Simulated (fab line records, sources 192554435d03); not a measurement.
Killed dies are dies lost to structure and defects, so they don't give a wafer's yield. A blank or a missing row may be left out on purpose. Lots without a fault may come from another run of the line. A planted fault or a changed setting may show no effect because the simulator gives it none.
Split-lot experiment | flow n5_finfet | 7 lots, 39 wafers read, on a route of 1938 steps

THE SPLIT
At N5_BEOL_M3_VIA_ETCH_34 (etches the open film in C4F6/O2, target depth 69.4 nm, time 65.9 s), the setting target_depth_a was moved away from the recipe's 694 angstrom on 15 of the 39 wafers read, by -47.0% to +54.3%. The other wafers ran this setting at the recipe's value.

The reading is taken at the split's own step.

THE READING
SOC_of_BEOL_M3_COAT_67.thk_nm (the simulator's own value, which no gauge read), in nm, at N5_BEOL_M3_VIA_ETCH_34 (etches the open film in C4F6/O2, target depth 69.4 nm, time 65.9 s). The file gives no usual value for it. The 24 wafers here that ran the recipe average 51.9 nm, standard deviation 0.17 nm.

wafer  | tool, chamber at the split | target_depth_a as run, angstrom | against the recipe | SOC_of_BEOL_M3_COAT_67.thk_nm, nm | against lot-mates on the recipe
L075.1 | rie_diel-06, 1             | 694                             | recipe             | 52                                | -
L075.2 | rie_diel-06, 0             | 694                             | recipe             | 51.8                              | -
L075.6 | rie_diel-06, 2             | 694                             | recipe             | 52                                | -
L077.1 | rie_diel-02, 2             | 694                             | recipe             | 51.8                              | -
L077.2 | rie_diel-02, 3             | 694                             | recipe             | 52                                | -
L077.3 | rie_diel-02, 0             | 694                             | recipe             | 51.6                              | -
L077.4 | rie_diel-02, 2             | 694                             | recipe             | 51.8                              | -
L077.5 | rie_diel-02, 3             | 694                             | recipe             | 51.6                              | -
L077.6 | rie_diel-02, 0             | 694                             | recipe             | 51.8                              | -
L083.1 | rie_diel-03, 3             | 1071                            | +54.3%             | 47.8                              | -4.0
L083.2 | rie_diel-03, 2             | 1071                            | +54.3%             | 47.6                              | -4.2
L083.3 | rie_diel-03, 0             | 694                             | recipe             | 51.8                              | -
L083.4 | rie_diel-03, 1             | 694                             | recipe             | 51.8                              | -
L083.5 | rie_diel-03, 1             | 1071                            | +54.3%             | 47.6                              | -4.2
L083.6 | rie_diel-03, 0             | 694                             | recipe             | 51.8                              | -
L084.1 | rie_diel-03, 0             | 694                             | recipe             | 51.8                              | -
L084.2 | rie_diel-03, 3             | 694                             | recipe             | 52                                | -
L084.3 | rie_diel-03, 1             | 408.8                           | -41.1%             | 55                                | +3.1
L084.4 | rie_diel-03, 2             | 408.8                           | -41.1%             | 55.4                              | +3.5
L084.5 | rie_diel-03, 3             | 694                             | recipe             | 52                                | -
L084.6 | rie_diel-03, 2             | 408.8                           | -41.1%             | 55.2                              | +3.3
L086.1 | rie_diel-06, 1             | 1062                            | +53.0%             | 47.8                              | -4.3
L086.2 | rie_diel-06, 2             | 1062                            | +53.0%             | 47.8                              | -4.3
L086.3 | rie_diel-06, 3             | 694                             | recipe             | 52.2                              | -
L086.4 | rie_diel-06, 0             | 1062                            | +53.0%             | 47.4                              | -4.7
L086.5 | rie_diel-06, 1             | 694                             | recipe             | 52.2                              | -
L086.6 | rie_diel-06, 0             | 694                             | recipe             | 51.8                              | -
L088.1 | rie_diel-06, 0             | 694                             | recipe             | 51.8                              | -
L088.2 | rie_diel-06, 1             | 694                             | recipe             | 52                                | -
L088.3 | rie_diel-06, 3             | 368.1                           | -47.0%             | 56                                | +4.1
L088.4 | rie_diel-06, 2             | 368.1                           | -47.0%             | 56                                | +4.1
L088.5 | rie_diel-06, 3             | 368.1                           | -47.0%             | 55.8                              | +3.9
L088.6 | rie_diel-06, 0             | 694                             | recipe             | 52                                | -
L093.1 | rie_diel-03, 2             | 694                             | recipe             | 52.2                              | -
L093.2 | rie_diel-03, 1             | 694                             | recipe             | 52                                | -
L093.3 | rie_diel-03, 0             | 437                             | -37.0%             | 54.8                              | +2.7
L093.4 | rie_diel-03, 3             | 694                             | recipe             | 52.2                              | -
L093.5 | rie_diel-03, 1             | 437                             | -37.0%             | 54.8                              | +2.7
L093.6 | rie_diel-03, 0             | 437                             | -37.0%             | 55                                | +2.9

THE FIT
A straight line over all 39 wafers: SOC_of_BEOL_M3_COAT_67.thk_nm changes by -0.0806 nm for each +1% of target_depth_a; r = -1.00; the points scatter about the line by 0.18 nm.
The same after taking each lot's own level away (the mean of its wafers on the recipe; 39 wafers): -0.0799 nm for each +1%; r = -1.00; scatter 0.18 nm.
On that fit, the largest move of target_depth_a shifts the reading by 4.3 nm.
The lots' own levels span 51.77 to 52.13 nm, that is 2.1 times the standard deviation above.
So the lot-to-lot level changes the slope little: the two slopes agree.
Check: with one of the wafers moved furthest among these (+54.3%) left out of the fit, the line predicts -4.38 nm for it against its lot-mates. It came out at -4 nm against them.

OTHER SPLITS ON THESE WAFERS
These wafers also went through other splits before the reading. Each is held against what the fit with the lots' levels taken away leaves over:
other split on the same wafers              | wafers away from the commonest value | r with SOC_of_BEOL_M3_COAT_67.thk_nm (lot level and that fit taken away)
N5_PMOS_HMC_CHANNEL_EPI_HM_DEP_34 time_s    | 12                                   | -0.02
N5_HKMG_FIN_ETCH_58 target_depth_a          | 12                                   | -0.17
N5_GATE_CUT_ETCH_56 target_depth_a          | 12                                   | -0.03
N5_MOL_CONTACT_COAG_ETCH_124 target_depth_a | 15                                   | +0.08
N5_BEOL_M2_ILD_DEP_00 time_s                | 15                                   | -0.02

THE WHOLE CHAIN: every reading that the file lists as answering this split, in the file's order
step                   | what it does                                                       | reading                                                                        | change (the file's fit)                | r (the file's)
N5_BEOL_M3_VIA_ETCH_34 | etches the open film in C4F6/O2, target depth 69.4 nm, time 65.9 s | etch.depth_nm (the simulator's own value, which no gauge read)                 | +0.674 nm for each +1% of the setting  | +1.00
N5_BEOL_M3_VIA_ETCH_34 | etches the open film in C4F6/O2, target depth 69.4 nm, time 65.9 s | SOC_of_BEOL_M3_COAT_67.thk_nm (the simulator's own value, which no gauge read) | -0.0799 nm for each +1% of the setting | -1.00

THE FILE'S OWN FIT
SOC_of_BEOL_M3_COAT_67.thk_nm changes by -0.0799 nm for each +1% of target_depth_a, r = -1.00.
